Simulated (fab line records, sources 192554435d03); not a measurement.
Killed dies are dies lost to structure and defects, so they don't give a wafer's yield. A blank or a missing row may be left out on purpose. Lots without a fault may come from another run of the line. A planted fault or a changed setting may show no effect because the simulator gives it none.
A struck lot beside a sound one | flow n5_finfet | 37 steps out of a route of 1938
Sound: wafers L742.2, L742.3, L742.6. Struck: wafers L749.1, L749.4, L749.5. The cause comes at the end.
At each step with rows: each side's tool, then ch and its chambers, then its first start. Under that, the readings that differ: sound wafers | struck wafers | difference of the means | sigmas: that difference in standard deviations of wafers without a fault.
alike: readings whose means differ by less than 2 such deviations, and words and numbers that are the same on both sides. not compared: withheld readings, readings that some wafer has no value for, bounds like >300 that may hide the same value, and numbers for which the record gives no deviation and whose values overlap.
The two part at a step that has a row with sigmas, a row that says differs or no value, or rows on one side only. Numbers that don't overlap but have no deviation are shown without sigmas and don't part them. A reading that every wafer of one side lacks parts them only if that side has two wafers or more.

first, 9 steps without rows for these wafers: N5_BEOL_M9_ALD_74 (deposits TaN, target thk 2 nm, pulse time 2 s, purge time 3 s); N5_BEOL_M9_SURFACE_TREAT_79; N5_BEOL_M9_CVD_78 (deposits Co from CCTBA/H2, target thk 2 nm, time 138.9 s); N5_BEOL_M9_SPUTTER_48 (material Cu, target thk 12 nm, time 2 s); N5_BEOL_M9_ECD_50 (material Cu, target thk 318 nm); N5_BEOL_M9_ANNEAL_51 (time 90 s); N5_BEOL_M9_CMP_52 (polishes, stops on SiCOH lowk, t overpolish 7 s, target thk 140 nm); N5_BEOL_M9_PRE_CLEAN_55 (time 15 s); N5_BEOL_M9_DEP_56 (deposits SiCN from 3MS/NH3, target thk 15 nm, time 26.5 s).
N5_BEOL_M10_ILD_DEP_00: deposits SiCOH lowk from DEMS/porogen, target thk 308.51 nm, time 58 s.
  sound on pecvd-01 ch 0,1, day 11 14:56; struck on pecvd-01 ch 0,1,2, day 13 04:19
  reading                                             | sound             | struck            | difference | sigmas
  run_length_s (s)                                    | 101.3 101.3 102.0 | 104.1 103.4 104.0 | +2.3       | +4
  model.SiCOH_lowk_of_BEOL_M10_ILD_DEP_00.thk_nm (nm) | 306 307.2 312     | 319.8 328.4 325.6 | +16.2      |
  alike: heater_power_w, showerhead_plenum_p_Torr, throttle_valve_pct
then, 1 step without rows for these wafers: N5_BEOL_M10_CURE_71 (cures SiCOH lowk, time 240 s).
N5_BEOL_M10_THK_MEAS_01:
  sound on film_metro-01, day 11 15:32; struck on film_metro-02, day 13 04:54
  reading          | sound       | struck      | difference | sigmas
  M10_ILD_THK (nm) | 266 267 271 | 278 286 283 | +14        | +4
then, 23 steps without rows for these wafers: N5_BEOL_M10_PECVD_70 (deposits SiO2 from TEOS/O2, target thk 20 nm, time 22.7 s); N5_BEOL_M10_HM_DEP_02 (deposits TiN, target thk 20 nm); N5_BEOL_M10_COAT_59 (time 60 s, resist thk 100 nm); N5_BEOL_M10_COAT_60 (time 60 s, resist thk 30 nm); N5_BEOL_M10_COAT_05 (resist thk 90 nm); N5_BEOL_M10_EBR_07; N5_BEOL_M10_SOFTBAKE_06 (time 60 s); N5_BEOL_M10_EXPOSE_08 (exposes mask M10); N5_BEOL_M10_PEB_09 (peb time 60 s); N5_BEOL_M10_DEVELOP_10 (develop time 30 s); N5_BEOL_M10_DESCUM_16 (chemistry O2, time 7.9 s); N5_BEOL_M10_ETCH_61 (etches SiARC in CF4, target depth 39 nm, time 65 s); N5_BEOL_M10_ETCH_62 (etches SOC in N2/H2, target depth 110 nm, overetch 22 nm, time 165 s); N5_BEOL_M10_STRIP_68 (strips in N2/H2); N5_BEOL_M10_STRIP_67 (strips in CF4); N5_BEOL_M10_HM_OPEN_17 (chemistry Cl2/BCl3, target TiN, target depth 20 nm, overetch 6 nm); N5_BEOL_M10_STRIP_19 (strips in O2); N5_BEOL_M10_COAT_63 (time 60 s, resist thk 100 nm); N5_BEOL_M10_COAT_64 (time 60 s, resist thk 30 nm); N5_BEOL_M10_COAT_22 (resist thk 90 nm); N5_BEOL_M10_EBR_24; N5_BEOL_M10_SOFTBAKE_23 (time 60 s); N5_BEOL_M10_EXPOSE_25 (exposes mask V9).
N5_BEOL_M10_CMP_52: polishes, stops on SiCOH lowk, t overpolish 7 s, target thk 140 nm.
  sound on cmp-03 ch 1,2,3, day 11 21:40; struck on cmp-04 ch 1,2, day 13 11:13
  reading                                             | sound         | struck        | difference | sigmas
  model.SiCOH_lowk_of_BEOL_M10_ILD_DEP_00.thk_nm (nm) | 262.8 264 268 | 275 282.6 280 | +14        |
  alike: barrier_field_endpoint_s, motor_current_A, overpolish_run_s, platen_rpm, time_to_endpoint_s
then, 1 step without rows for these wafers: N5_PASSIVATION_PROBE_49.

WHERE THEY PART
First at N5_BEOL_M10_ILD_DEP_00; last, within this record, at N5_BEOL_M10_THK_MEAS_01. Later steps at which nothing parts them and some readings are alike: N5_BEOL_M10_CMP_52.

WHY: what the simulator had put in
Process parameter drift: pecvd-01, from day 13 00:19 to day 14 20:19, at N5_BEOL_M10_ILD_DEP_00. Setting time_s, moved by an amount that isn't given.
